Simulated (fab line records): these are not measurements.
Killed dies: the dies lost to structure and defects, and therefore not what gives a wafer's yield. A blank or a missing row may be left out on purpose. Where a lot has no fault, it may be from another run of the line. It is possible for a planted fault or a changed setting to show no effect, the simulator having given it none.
fab line records | flow n5_finfet
record lots=10 | wafers=29 | last_day=19
route steps=1938 shown BEOL_M15@1793 PASSIVATION@1936
lots that met no fault: from a run of the same line without faults
start_h: start of the lot's first displayed wafer, in hours after the record's first day | wait_h: how many hours have passed since the lot's step before this one | " unchanged from the row above | L1.1+2: one row covering several wafers at once | - value missing, or start not given | * or withheld: withheld | < > ~ a bound
route shown NAME@n: NAME is a module with steps in the file, n the number in the route of the first one | usual: mean and standard deviation over wafers with no fault | same: alike in all rows | chamber/n: place in a boat | sites: readings site by site | _std_site: the values' standard deviation | _edge_site: the outer-site mean with the inner-site mean subtracted | radius_mm: for every site, how far away it sits from the centre of the wafer | mask NAME#n: copy n | behind: the last tool/chamber to shape the wafer | hold: why the lot went on hold/how many hours it stayed there/how the hold came to an end | device: the transistor (n, p or np) that didn't switch | end of line: tests of these same wafers at the route's end | a step given without rows: its recipe and nothing more | killed: count of dies lost to structure and defects at first sort (not the wafer's yield) | map: dies across one wafer; x = killed, . = not, _ = none there
set.NAME: setting as actually run; set.NAME@STEP: the setting as run at that earlier step | model.NAME: the simulator's own value behind a step, which no gauge read
the route's steps for a sample of lots (tables are steps, rows are wafers)
services: a tool's chamber out of use, with start hour (start_h, from the record's first day; less than 0 if before it), hours out, and reason
## steps
# step N5_BEOL_M15_CD_MEAS_17
# recipe target_cd_nm=360 | polarity=opening
# usual cd_nm=360.9/2.1
lot.wafer | tool      | chamber | start_h | wait_h | cd_nm
L566.2    | cd_sem-03 | -       | 286.66  | 0.0    | 363.5
L566.3    | "         | -       | "       | "      | 360.0
L564.1    | cd_sem-03 | -       | 287.96  | 0.0    | 362.7
L564.3    | "         | -       | "       | "      | 359.1
L564.5    | "         | -       | "       | "      | 360.1
L567.2    | cd_sem-03 | -       | 290.26  | 0.0    | 361.6
L567.3    | "         | -       | "       | "      | 358.8
L567.4    | "         | -       | "       | "      | 362.6
L565.1    | cd_sem-02 | -       | 295.36  | 0.0    | 362.8
L565.4    | "         | -       | "       | "      | 361.4
L565.6    | "         | -       | "       | "      | 361.6
L569.2    | cd_sem-01 | -       | 323.49  | 0.0    | 362.5
L569.3    | "         | -       | "       | "      | 365.7
L569.5    | "         | -       | "       | "      | 363.6
L579.2    | cd_sem-01 | -       | 387.97  | 0.0    | 362.2
L579.3    | "         | -       | "       | "      | 357.6
L579.5    | "         | -       | "       | "      | 363.2
L582.2    | cd_sem-01 | -       | 395.00  | 0.0    | 360.5
L582.3    | "         | -       | "       | "      | 360.7
L582.6    | "         | -       | "       | "      | 357.8
L578.3    | cd_sem-02 | -       | 400.68  | 0.0    | 361.2
L578.5    | "         | -       | "       | "      | 363.5
L578.6    | "         | -       | "       | "      | 360.5
L583.1    | cd_sem-02 | -       | 412.90  | 0.0    | 359.8
L583.3    | "         | -       | "       | "      | 361.1
L583.5    | "         | -       | "       | "      | 360.6
L586.3    | cd_sem-01 | -       | 433.11  | 0.0    | 362.8
L586.4    | "         | -       | "       | "      | 360.2
L586.5    | "         | -       | "       | "      | 361.6
# step N5_BEOL_M15_ETCH_57
# recipe chemistry=N2/H2 | target=SOC | source_w=3000 | bias_w=350 | time_s=750 | ion_energy_ev=200 | pressure_mtorr=30 | n2_flow_sccm=200 | h2_flow_sccm=200
# usual bias_w=349.8/1.1 | drypump_motor_current_A=5.9/0.35 | oes_product_au=0.81/0.08 | rf_vpp_V=525.0/2.2 | showerhead_plenum_p_Torr=2.58/0.074 | throttle_valve_pct=17.78/0.25
lot.wafer | tool        | chamber | start_h | wait_h | bias_w | drypump_motor_current_A | oes_product_au | rf_hours_counter_h | rf_vpp_V | showerhead_plenum_p_Torr | throttle_valve_pct
L566.2    | rie_diel-02 | 0       | 287.15  | -      | 350.1  | 5.5                     | 0.73           | 195                | 526.5    | 2.63                     | 18.22
L566.3    | "           | 1       | "       | "      | 350.7  | 5.7                     | 0.87           | 35                 | 525.6    | 2.59                     | 17.56
L564.1    | rie_diel-05 | 2       | 288.14  | -      | 349.2  | 5.0                     | 0.72           | 207                | 520.9    | 2.40                     | 17.60
L564.3    | "           | 0       | "       | "      | 349.5  | 6.1                     | 0.68           | 245                | 525.7    | 2.61                     | 18.02
L564.5    | "           | 2       | "       | "      | 347.7  | 5.0                     | 0.72           | -                  | 519.9    | 2.40                     | 17.60
L567.2    | rie_diel-01 | 3       | 290.36  | -      | 350.1  | 5.9                     | 0.82           | 90                 | 524.5    | 2.56                     | 17.73
L567.3    | "           | 0       | "       | "      | 352.1  | 6.3                     | 0.81           | 91                 | 525.7    | 2.59                     | 18.10
L567.4    | "           | 2       | "       | "      | 350.2  | 5.8                     | 0.92           | 36                 | 528.7    | 2.68                     | 17.49
L565.1    | rie_diel-02 | 1       | 295.63  | -      | 349.8  | 5.7                     | 0.87           | 38                 | 524.8    | 2.59                     | 17.56
L565.4    | "           | 3       | "       | "      | 349.3  | 6.3                     | 0.85           | 61                 | 528.1    | 2.69                     | 17.73
L565.6    | "           | 0       | "       | "      | 352.1  | 5.5                     | 0.72           | -                  | 525.2    | 2.63                     | 18.23
L569.2    | rie_diel-05 | 3       | 323.64  | -      | 350.5  | 5.7                     | 0.91           | 20                 | 525.0    | 2.58                     | 17.56
L569.3    | "           | 1       | "       | "      | 348.7  | 6.1                     | 0.72           | 181                | 523.2    | 2.52                     | 17.75
L569.5    | "           | 1       | "       | "      | 349.0  | 6.0                     | 0.72           | -                  | 524.1    | 2.52                     | 17.77
L579.2    | rie_diel-01 | 1       | 388.07  | -      | 351.0  | 5.8                     | 0.84           | 55                 | 524.1    | 2.60                     | 17.88
L579.3    | "           | 2       | "       | "      | 350.5  | 5.9                     | 0.87           | 66                 | 528.0    | 2.67                     | 17.52
L579.5    | "           | 3       | "       | "      | 348.9  | 5.8                     | 0.78           | -                  | 524.8    | 2.55                     | 17.78
L582.2    | rie_diel-02 | 1       | 395.13  | -      | 350.8  | 5.7                     | 0.83           | 68                 | 525.2    | 2.57                     | 17.61
L582.3    | "           | 2       | "       | "      | 349.5  | 6.1                     | 0.90           | 19                 | 523.5    | 2.50                     | 17.44
L582.6    | "           | 0       | "       | "      | 351.5  | 5.4                     | 0.72           | -                  | 527.4    | 2.61                     | 18.28
L578.3    | rie_diel-02 | 1       | 400.77  | -      | 349.4  | 5.7                     | 0.83           | 70                 | 525.3    | 2.57                     | 17.60
L578.5    | "           | 3       | "       | "      | 349.0  | 6.2                     | 0.81           | -                  | 528.5    | 2.67                     | 17.80
L578.6    | "           | 0       | "       | "      | 350.4  | 5.5                     | 0.70           | -                  | 525.1    | 2.61                     | 18.29
L583.1    | rie_diel-02 | 0       | 413.09  | -      | 350.1  | 5.5                     | 0.70           | 235                | 527.2    | 2.61                     | 18.30
L583.3    | "           | 3       | "       | "      | 349.3  | 6.3                     | 0.81           | 97                 | 528.2    | 2.67                     | 17.80
L583.5    | "           | 3       | "       | "      | 350.7  | 6.3                     | 0.81           | -                  | 528.9    | 2.67                     | 17.83
L586.3    | rie_diel-02 | 2       | 433.21  | -      | 350.2  | 6.2                     | 0.88           | 32                 | 521.0    | 2.50                     | 17.46
L586.4    | "           | 1       | "       | "      | 351.3  | 5.7                     | 0.82           | 81                 | 525.3    | 2.57                     | 17.63
L586.5    | "           | 0       | "       | "      | 348.9  | 5.5                     | 0.69           | -                  | 526.8    | 2.61                     | 18.31
# step N5_BEOL_M15_TRENCH_ETCH_34
# recipe chemistry=C4F8/O2/Ar | target=SiO2 | target_depth_a=8729.3 | he_inner_torr=15 | he_outer_torr=30 | time_s=199 | ion_energy_ev=800 | pressure_mtorr=20 | source_w=1905 | bias_w=2040 | Ar_flow_sccm=400 | C4F8_flow_sccm=16 | O2_flow_sccm=12
# usual bias_w=2040/6.7 | drypump_motor_current_A=5.9/0.31 | mfc_ar_sccm=400.1/1.2 | oes_o_777_au=0.81/0.07 | oes_product_au=0.81/0.069 | rf_vpp_V=2228/42 | showerhead_plenum_p_Torr=3.49/0.079 | throttle_valve_pct=30.95/0.21
lot.wafer | tool        | chamber | start_h | wait_h | bias_w | drypump_motor_current_A | mfc_ar_sccm | oes_o_777_au | oes_product_au | rf_hours_counter_h | rf_vpp_V | showerhead_plenum_p_Torr | throttle_valve_pct
L566.2    | rie_diel-02 | 0       | 288.35  | 0.0    | 2046   | 5.5                     | 399.5       | 0.70         | 0.72           | 195                | 2240     | 3.53                     | 31.31
L566.3    | "           | 3       | "       | "      | 2033   | 6.3                     | 400.1       | 0.85         | 0.85           | 60                 | 2190     | 3.60                     | 30.83
L564.1    | rie_diel-02 | 2       | 289.10  | 0.0    | 2046   | 6.2                     | 400.5       | 0.64         | 0.66           | 245                | 2230     | 3.38                     | 30.67
L564.3    | "           | 0       | "       | "      | 2051   | 5.5                     | 399.7       | 0.70         | 0.72           | 195                | 2241     | 3.53                     | 31.33
L564.5    | "           | 1       | "       | "      | 2025   | 5.7                     | 401.5       | 0.84         | 0.88           | -                  | 2248     | 3.52                     | 31.02
L567.2    | rie_diel-01 | 1       | 291.30  | 0.0    | 2043   | 5.8                     | 400.6       | 0.91         | 0.88           | 24                 | 2145     | 3.53                     | 31.06
L567.3    | "           | 2       | "       | "      | 2027   | 5.9                     | 400.3       | 0.91         | 0.91           | 36                 | 2233     | 3.61                     | 30.65
L567.4    | "           | 3       | "       | "      | 2045   | 5.8                     | 398.3       | 0.82         | 0.81           | 91                 | 2244     | 3.47                     | 30.97
L565.1    | rie_diel-05 | 2       | 296.58  | 0.0    | 2035   | 5.0                     | 398.6       | 0.74         | 0.71           | 210                | 2225     | 3.30                     | 30.90
L565.4    | "           | 0       | "       | "      | 2045   | 6.1                     | 399.0       | 0.66         | 0.67           | 247                | 2229     | 3.53                     | 31.00
L565.6    | "           | 3       | "       | "      | 2038   | 5.8                     | 398.3       | 0.94         | 0.94           | -                  | 2251     | 3.50                     | 30.80
L569.2    | rie_diel-01 | 0       | 324.59  | 0.0    | 2056   | 6.3                     | 401.3       | 0.79         | 0.81           | 98                 | 2277     | 3.47                     | 31.22
L569.3    | "           | 1       | "       | "      | 2028   | 5.8                     | 400.0       | 0.90         | 0.88           | 33                 | 2144     | 3.52                     | 31.09
L569.5    | "           | 0       | "       | "      | 2057   | 6.3                     | 403.0       | 0.79         | 0.80           | -                  | 2277     | 3.47                     | 31.23
L579.2    | rie_diel-01 | 1       | 389.02  | 0.0    | 2038   | 5.8                     | 400.8       | 0.86         | 0.83           | 55                 | 2144     | 3.51                     | 31.10
L579.3    | "           | 3       | "       | "      | 1795   | 5.9                     | 397.6       | 0.79         | 0.77           | 115                | 2049     | 3.46                     | 30.95
L579.5    | "           | 1       | "       | "      | 2042   | 5.8                     | 399.2       | 0.86         | 0.83           | -                  | 2141     | 3.51                     | 31.09
L582.2    | rie_diel-02 | 0       | 396.08  | 0.0    | 2037   | 5.5                     | 398.6       | 0.68         | 0.70           | 229                | 2239     | 3.51                     | 31.36
L582.3    | "           | 2       | "       | "      | 2038   | 6.2                     | 400.3       | 0.87         | 0.89           | 19                 | 2229     | 3.36                     | 30.48
L582.6    | "           | 3       | "       | "      | 2046   | 6.2                     | 400.2       | 0.83         | 0.82           | -                  | 2188     | 3.59                     | 30.85
L578.3    | rie_diel-01 | 2       | 401.79  | 0.0    | 2033   | 5.8                     | 400.9       | 0.86         | 0.86           | 70                 | 2232     | 3.59                     | 30.67
L578.5    | "           | 3       | "       | "      | 1796   | 5.8                     | 400.6       | 0.79         | 0.77           | -                  | 2049     | 3.46                     | 30.96
L578.6    | "           | 2       | "       | "      | 2032   | 5.9                     | 401.3       | 0.86         | 0.86           | -                  | 2232     | 3.59                     | 30.68
L583.1    | rie_diel-05 | 0       | 414.04  | 0.0    | 2058   | 6.1                     | 400.3       | 0.89         | 0.91           | 27                 | 2227     | 3.51                     | 30.90
L583.3    | "           | 3       | "       | "      | 2045   | 5.8                     | 400.0       | 0.87         | 0.86           | 49                 | 2249     | 3.47                     | 30.85
L583.5    | "           | 1       | "       | "      | 2043   | 6.1                     | 399.1       | 0.71         | 0.71           | -                  | 2276     | 3.39                     | 30.82
L586.3    | rie_diel-02 | 0       | 434.26  | 0.0    | 2041   | 5.5                     | 398.8       | 0.67         | 0.68           | 241                | 2237     | 3.50                     | 31.35
L586.4    | "           | 3       | "       | "      | 2040   | 6.3                     | 400.1       | 0.82         | 0.82           | 103                | 2189     | 3.58                     | 30.88
L586.5    | "           | 2       | "       | "      | 2037   | 6.2                     | 399.1       | 0.85         | 0.87           | -                  | 2229     | 3.36                     | 30.50
# step N5_BEOL_M15_STRIP_62
# recipe chemistry=O2 | power_w=600 | temp_c=60 | pressure_mtorr=30 | rf_frequency_hz=6e+07 | bias_power_w=0 | overash_fraction=0.3 | o2_flow_sccm=225
# usual drypump_motor_current_A=5.9/0.31 | oes_product_au=0.82/0.072 | rf_vpp_V=3.6/0.5 | showerhead_plenum_p_Torr=2.13/0.059 | throttle_valve_pct=16.69/0.22
lot.wafer | tool        | chamber | start_h | wait_h | drypump_motor_current_A | oes_product_au | rf_hours_counter_h | rf_vpp_V | showerhead_plenum_p_Torr | throttle_valve_pct
L566.2    | rie_diel-01 | 2       | -       | -      | 5.8                     | 0.93           | 37                 | 3.9      | 2.22                     | 16.52
L566.3    | "           | 3       | "       | "      | 5.8                     | 0.80           | 91                 | 2.8      | 2.11                     | 16.71
L567.2    | rie_diel-01 | 0       | -       | -      | 6.3                     | 0.81           | 92                 | 4.3      | 2.10                     | 16.83
L567.3    | "           | 2       | "       | "      | 5.9                     | 0.93           | 37                 | 2.9      | 2.22                     | 16.53
L567.4    | "           | 3       | "       | "      | 5.8                     | 0.81           | 91                 | 3.7      | 2.11                     | 16.70
L564.1    | rie_diel-01 | 1       | -       | -      | 5.8                     | 0.89           | 25                 | 3.7      | 2.16                     | 16.72
L564.3    | "           | 2       | "       | "      | 5.9                     | 0.94           | 38                 | 3.2      | 2.22                     | 16.54
L564.5    | "           | 1       | "       | "      | 5.8                     | 0.88           | -                  | 4.4      | 2.16                     | 16.72
L565.1    | rie_diel-02 | 2       | -       | -      | 6.2                     | 0.67           | 246                | 3.3      | 2.06                     | 16.65
L565.4    | "           | 0       | "       | "      | 5.5                     | 0.72           | 197                | 3.9      | 2.16                     | 17.11
L565.6    | "           | 2       | "       | "      | 6.2                     | 0.66           | -                  | 3.6      | 2.06                     | 16.65
L569.2    | rie_diel-01 | 3       | -       | -      | 5.9                     | 0.80           | 100                | 4.2      | 2.10                     | 16.70
L569.3    | "           | 1       | "       | "      | 5.8                     | 0.86           | 33                 | 2.9      | 2.15                     | 16.74
L569.5    | "           | 3       | "       | "      | 5.8                     | 0.80           | -                  | 3.6      | 2.10                     | 16.72
L579.2    | rie_diel-02 | 3       | -       | -      | 6.2                     | 0.83           | 90                 | 3.5      | 2.22                     | 16.68
L579.3    | "           | 2       | "       | "      | 6.2                     | 0.91           | 18                 | 3.7      | 2.05                     | 16.25
L579.5    | "           | 3       | "       | "      | 6.2                     | 0.82           | -                  | 3.7      | 2.22                     | 16.68
L582.2    | rie_diel-02 | 0       | -       | -      | 5.5                     | 0.70           | 229                | 4.4      | 2.15                     | 17.19
L582.3    | "           | 2       | "       | "      | 6.2                     | 0.89           | 19                 | 3.8      | 2.05                     | 16.24
L582.6    | "           | 2       | "       | "      | 6.2                     | 0.89           | -                  | 3.5      | 2.05                     | 16.26
L578.3    | rie_diel-02 | 0       | -       | -      | 5.4                     | 0.71           | 232                | 3.9      | 2.14                     | 17.17
L578.5    | "           | 0       | "       | "      | 5.5                     | 0.71           | -                  | 4.1      | 2.15                     | 17.17
L578.6    | "           | 1       | "       | "      | 5.7                     | 0.84           | -                  | 3.2      | 2.11                     | 16.39
L583.1    | rie_diel-05 | 3       | -       | -      | 5.7                     | 0.85           | 50                 | 3.7      | 2.13                     | 16.61
L583.3    | "           | 2       | "       | "      | 5.0                     | 0.68           | 248                | 4.5      | 1.98                     | 16.75
L583.5    | "           | 1       | "       | "      | 6.0                     | 0.69           | -                  | 2.8      | 2.06                     | 16.79
L586.3    | rie_diel-01 | 2       | -       | -      | 5.9                     | 0.86           | 81                 | 3.8      | 2.20                     | 16.61
L586.4    | "           | 1       | "       | "      | 5.8                     | 0.82           | 70                 | 3.8      | 2.14                     | 16.79
L586.5    | "           | 0       | "       | "      | 6.3                     | 0.77           | -                  | 3.5      | 2.09                     | 16.91
# step N5_BEOL_M15_RS_MEAS_54
# recipe thk_meas_gauge=four-point-probe | reads=Cu_of_BEOL_M15_ECD_47+Ta_of_BEOL_M15_SPUTTER_44+TaN_of_BEOL_M15_SPUTTER_43
# usual M15_RS=0.0216/0.00037
lot.wafer | tool          | chamber | start_h | wait_h | M15_RS[ohm/sq]
L566.2    | film_metro-01 | -       | 293.91  | 0.1    | 0.0221
L566.3    | "             | -       | "       | "      | 0.0213
L567.2    | film_metro-02 | -       | 295.11  | 0.1    | 0.0223
L567.3    | "             | -       | "       | "      | 0.0212
L567.4    | "             | -       | "       | "      | 0.0219
L564.1    | film_metro-01 | -       | 297.42  | 0.0    | 0.0220
L564.3    | "             | -       | "       | "      | 0.0219
L564.5    | "             | -       | "       | "      | 0.0213
L565.1    | film_metro-01 | -       | 300.52  | 0.0    | 0.0217
L565.4    | "             | -       | "       | "      | 0.0222
L565.6    | "             | -       | "       | "      | 0.0214
L569.2    | film_metro-02 | -       | 328.53  | 0.1    | 0.0214
L569.3    | "             | -       | "       | "      | 0.0217
L569.5    | "             | -       | "       | "      | 0.0215
L579.2    | film_metro-01 | -       | 395.84  | 0.1    | 0.0219
L579.3    | "             | -       | "       | "      | 0.0229
L579.5    | "             | -       | "       | "      | 0.0221
L582.2    | film_metro-01 | -       | 399.60  | 0.1    | 0.0219
L582.3    | "             | -       | "       | "      | 0.0220
L582.6    | "             | -       | "       | "      | 0.0214
L578.3    | film_metro-02 | -       | 405.11  | 0.1    | 0.0213
L578.5    | "             | -       | "       | "      | 0.0229
L578.6    | "             | -       | "       | "      | 0.0212
L583.1    | film_metro-02 | -       | 420.25  | 0.0    | 0.0218
L583.3    | "             | -       | "       | "      | 0.0214
L583.5    | "             | -       | "       | "      | 0.0219
L586.3    | film_metro-02 | -       | 436.89  | 0.1    | 0.0225
L586.4    | "             | -       | "       | "      | 0.0213
L586.5    | "             | -       | "       | "      | 0.0220
# step N5_PASSIVATION_PROBE_49
# usual defect_limited_yield=91.2/1.4 | killed_at_M0_to_M3=34/9.4 | killed_at_M4_up=14/5.6 | killed_at_contacts=13/7.8 | killed_at_front_end=37/10 | killed_at_other=4/3.3 | killed_dies=103/17 | killed_open=68/13 | killed_short=33/8.2 | sort_bin_5_function=5.1/0.92 | sort_bin_6_memory=3.3/0.71 | sort_bin_8_speed=0.01/0.043 | sort_n_pass=1077/17 | sort_yield_pct=91.2/1.4
# same gross_dies=1180 | killed_at_back_side=0 | sort_bin_4_leakage[%]=0
lot.wafer | tool      | chamber | start_h | wait_h | defect_limited_yield[%] | killed_at_M0_to_M3 | killed_at_M4_up | killed_at_contacts | killed_at_front_end | killed_at_other | killed_dies | killed_open | killed_short | sort_bin_5_function[%] | sort_bin_6_memory[%] | sort_bin_8_speed[%] | sort_n_pass | sort_yield_pct[%]
L564.1    | prober-02 | -       | 310.47  | 0.0    | 88.2                    | 43                 | 12              | 29                 | 55                  | 0               | 139         | 95          | 43           | 6.5                    | 4.8                  | 0                   | 1041        | 88.2
L564.3    | prober-02 | -       | 310.57  | 0.1    | 91.9                    | 31                 | 14              | 22                 | 28                  | 0               | 95          | 66          | 26           | 4.1                    | 3.6                  | 0                   | 1085        | 91.9
L564.5    | prober-02 | -       | 310.67  | 0.2    | 90.6                    | 38                 | 9               | 20                 | 31                  | 13              | 111         | 71          | 40           | 5.0                    | 4.1                  | 0                   | 1069        | 90.6
L582.2    | prober-02 | -       | 412.89  | 0.1    | 91.3                    | 32                 | 20              | 20                 | 27                  | 4               | 103         | 73          | 29           | 5.0                    | 3.6                  | 0                   | 1077        | 91.3
L582.3    | prober-02 | -       | 412.94  | 0.1    | 88.6                    | 50                 | 11              | 19                 | 48                  | 7               | 135         | 89          | 46           | 6.6                    | 4.3                  | 0                   | 1045        | 88.6
L582.6    | prober-02 | -       | 413.09  | 0.3    | 91.7                    | 26                 | 17              | 10                 | 44                  | 1               | 98          | 60          | 35           | 5.1                    | 2.5                  | 0                   | 1082        | 91.7
L578.6    | prober-02 | -       | 418.92  | 0.3    | 92.0                    | 41                 | 4               | 14                 | 33                  | 2               | 94          | 67          | 25           | 4.7                    | 2.8                  | 0                   | 1086        | 92.0
L583.1    | prober-02 | -       | 434.80  | 0.0    | 91.9                    | 29                 | 15              | 11                 | 33                  | 7               | 95          | 66          | 28           | 4.7                    | 3.2                  | 0                   | 1085        | 91.9
# killed by level:class
L564.1 MOL_CONTACT_COAG:geometric_particle:open=18 BEOL_M0_SAQP:geometric_particle:open=14 FIN_SAQP:geometric_particle:open=11 MOL_CONTACT_COAG:geometric_particle:short=11 STI_FIN_REVEAL:geometric_particle:open=10 DUMMY_GATE:geometric_particle:open=10 FIN_SAQP:geometric_particle:short=9 BEOL_M2:geometric_particle:open=9
L564.3 MOL_CONTACT_COAG:geometric_particle:open=21 BEOL_M3:geometric_particle:open=9 FIN_SAQP:geometric_particle:short=7 BEOL_M0_SAQP:geometric_particle:open=6 BEOL_M4:geometric_particle:open=6 DUMMY_GATE:geometric_particle:open=4 BEOL_M0_SAQP:geometric_particle:short=4 BEOL_M2:geometric_particle:open=4
L564.5 MOL_CONTACT_COAG:geometric_particle:open=14 MIM_TOP:geometric_particle:short=8 BEOL_M0_SAQP:geometric_particle:open=8 BEOL_M3:geometric_particle:open=8 FIN_SAQP:geometric_particle:open=6 FIN_SAQP:geometric_particle:short=6 MOL_CONTACT_COAG:geometric_particle:short=6 BEOL_M0_SAQP:geometric_particle:short=6
L582.2 MOL_CONTACT_COAG:geometric_particle:open=17 BEOL_M4:geometric_particle:open=12 BEOL_M3:geometric_particle:open=11 BEOL_M0_SAQP:geometric_particle:short=7 STI_FIN_REVEAL:geometric_particle:open=6 BEOL_M0_SAQP:geometric_particle:open=5 ILD0:geometric_particle:open=4 BEOL_M2:geometric_particle:short=4
L582.3 FIN_SAQP:geometric_particle:open=19 MOL_CONTACT_COAG:geometric_particle:open=15 FIN_SAQP:geometric_particle:short=14 BEOL_M0_SAQP:geometric_particle:short=14 BEOL_M0_SAQP:geometric_particle:open=12 BEOL_M3:geometric_particle:open=11 BEOL_M4:geometric_particle:open=8 PASS1_CAP:geometric_particle:open=5
L582.6 BEOL_M0_SAQP:geometric_particle:open=13 GATE_CUT:geometric_particle:short=10 BEOL_M4:geometric_particle:open=10 MOL_CONTACT_COAG:geometric_particle:open=8 FIN_SAQP:geometric_particle:short=7 FIN_SAQP:geometric_particle:open=5 STI_FIN_REVEAL:geometric_particle:open=4 BEOL_M3:geometric_particle:open=4
L578.6 BEOL_M3:geometric_particle:open=13 MOL_CONTACT_COAG:geometric_particle:open=12 STI_FIN_REVEAL:geometric_particle:open=9 DUMMY_GATE:geometric_particle:open=6 BEOL_M0_SAQP:geometric_particle:short=6 BEOL_M1:geometric_particle:open=6 BEOL_M0_SAQP:geometric_particle:open=4 BEOL_M2:geometric_particle:open=4
L583.1 MOL_CONTACT_COAG:geometric_particle:open=9 BEOL_M3:geometric_particle:open=9 BEOL_M1:geometric_particle:open=8 BEOL_M4:geometric_particle:open=8 FIN_SAQP:geometric_particle:open=7 FIN_SAQP:geometric_particle:short=6 MIM_TOP_ETCH:geometric_particle:open=5 GATE_CUT:geometric_particle:short=4
## services
tool        | chamber | start_h | hours | kind
rie_diel-02 | -       | 263.90  | 1.7   | repair
rie_diel-05 | 0       | 306.85  | -     | clean
rie_diel-05 | 0       | 306.85  | -     | consumable_replace:focus_ring
rie_diel-01 | 0       | 309.55  | 5.6   | repair
rie_diel-02 | 2       | 313.40  | -     | clean
rie_diel-02 | 2       | 313.40  | -     | consumable_replace:focus_ring
rie_diel-02 | 2       | 313.40  | 18.2  | scheduled_down
rie_diel-02 | 2       | 313.40  | 18.2  | vent_cycle
rie_diel-01 | -       | 320.61  | 2.8   | pm
rie_diel-01 | 3       | 370.74  | 13.1  | repair
rie_diel-02 | 3       | 383.28  | 7.3   | repair
rie_diel-05 | 2       | 426.90  | -     | clean
rie_diel-05 | 2       | 426.90  | -     | consumable_replace:focus_ring
rie_diel-05 | 2       | 426.90  | -     | consumable_replace:showerhead
rie_diel-05 | 2       | 426.90  | 15.7  | scheduled_down
rie_diel-05 | 2       | 426.90  | 15.7  | vent_cycle
rie_diel-05 | 3       | 430.46  | 22.3  | repair
## key
first_sign step=N5_BEOL_M15_TRENCH_ETCH_34 | reading=bias_w | direction=down | sigmas=37 | usual=* | struck=*
effect step=N5_BEOL_M15_TRENCH_ETCH_34 | reading=rf_vpp_V | direction=down | sigmas=4.3 | usual=2228 | struck=2049
effect step=N5_BEOL_M15_RS_MEAS_54 | reading=M15_RS | direction=up | sigmas=3.5 | usual=0.0216 | struck=0.0229
met_at N5_BEOL_M15_TRENCH_ETCH_34
struck_lots L578,L579
struck_wafers L578.5,L579.3
not_acting_at N5_BEOL_M15_CD_MEAS_17,N5_BEOL_M15_ETCH_57,N5_BEOL_M15_STRIP_62
onset_between 291.30 389.02
fault kind=process_parameter_drift | tool=rie_diel-01 | chamber=3 | onset_h=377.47 | steps=N5_BEOL_M15_TRENCH_ETCH_34 | channel=bias_w | offset=* | shape=step | end_h=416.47 | acts_in=* | stated=*
